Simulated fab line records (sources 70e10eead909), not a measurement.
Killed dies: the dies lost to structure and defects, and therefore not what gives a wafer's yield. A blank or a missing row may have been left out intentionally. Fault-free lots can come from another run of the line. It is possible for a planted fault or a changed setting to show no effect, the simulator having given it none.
Problem report, 8D (eight disciplines) form, completed by code	flow nandHarc	the parts of the form that need people (team, actions taken, sign-off) are left out

## 1. WHAT WENT WRONG
NHARC_A_CHANNEL_FILL_D1_ALD_15, susceptorTempC: mean 661.4 C on 3 wafers (1 lot); fault-free wafers 630.0 C, standard deviation 0.31. So: +99 or more standard deviations from the usual mean.
The step: deposits SiNx, target thk 2 nm, pulse time 60 s, ald cycles 19.
First seen on wafer L662.2, day 15 08:34, on aldSinBatch-02. The record has a number at this step for 21 wafers belonging to 7 lots. Rule for "out" (also "out of limits"): further than 4 standard deviations from the usual mean. The rest of the wafers with a number are treated as sound.

## 2. WHAT IT IS, WHAT IT ISN'T
question	is	is not
which readings at this step	susceptorTempC	precursorPulseHeightRel
which lots	L662	L654, L657, L658, L660, L667, L672
which wafers of those lots	all that have a number	-
read on which tools	aldSinBatch-02	aldSinBatch-01, aldSinBatch-03
when	from day 15 08:34	up to then (12 sound wafers); but 6 sound wafers of L667, L672 came after

## 3. SUSPECTS, AND WHAT RULES EACH OUT
Counting: a tool at any process step up to the reading remains a suspect when it ran all the lots that are out and ran no sound lot after the first of those.
- harEtch-02 at NHARC_A_CHANNEL_HOLE_D1_ETCH_21 (etches the open film in C4F8/O2/Ar, time 514.3 s, target depth 1600 nm): ruled out as a lasting fault. After its first lot that is out, L662 (day 14 16:57), sound lots L667, L672 ran on it.
- rieDiel-05 at NHARC_A_CHANNEL_HOLE_D1_ETCH_44 (etches the open film in CF4/O2, target depth 140 nm, overetch 14 nm, time 77 s): kept. It ran the lot that is out, L662 (day 14 21:16), and no sound lot after that.
- aldSinBatch-02 at NHARC_A_CHANNEL_FILL_D1_ALD_15 (deposits SiNx, target thk 2 nm, pulse time 60 s, ald cycles 19): kept. It ran the lot that is out, L662 (day 15 08:34), and no sound lot after that; its last sound lot up to then is L660 (day 13 18:08). Its own readings are out on those wafers: susceptorTempC.
Left after counting: rieDiel-05 at NHARC_A_CHANNEL_HOLE_D1_ETCH_44, aldSinBatch-02 at NHARC_A_CHANNEL_FILL_D1_ALD_15.

## 4. THE CAUSE (what the simulator had put in)
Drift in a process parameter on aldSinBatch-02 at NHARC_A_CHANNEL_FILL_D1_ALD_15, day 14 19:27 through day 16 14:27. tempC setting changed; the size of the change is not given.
Of the 2 suspects that counting leaves, this tool is one.

## 5. THE EFFECT CHAIN, in route order
Each row: a reading where the mean over the struck wafers with a number is more than 3 standard deviations away from the usual. Only readings for which the record gives a usual standard deviation are gone through. hours: the time from each lot's start at the first step in this table that gives one to its start at this step, as a median over the lots. sigmas: the change in usual standard deviations.
hours	step	reading	usual	on struck wafers	change	sigmas
0	NHARC_A_CHANNEL_FILL_D1_ALD_15	susceptorTempC	630.0 C	661.4	+31.4	+99 or more
It contains these process steps:
- NHARC_A_CHANNEL_FILL_D1_ALD_15: deposits SiNx, target thk 2 nm, pulse time 60 s, ald cycles 19.

## 6. HOW IT WOULD HAVE BEEN CAUGHT EARLIER
The fault began at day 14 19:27; the first out-of-limits reading in this record came at day 15 08:34, 13 hours later.
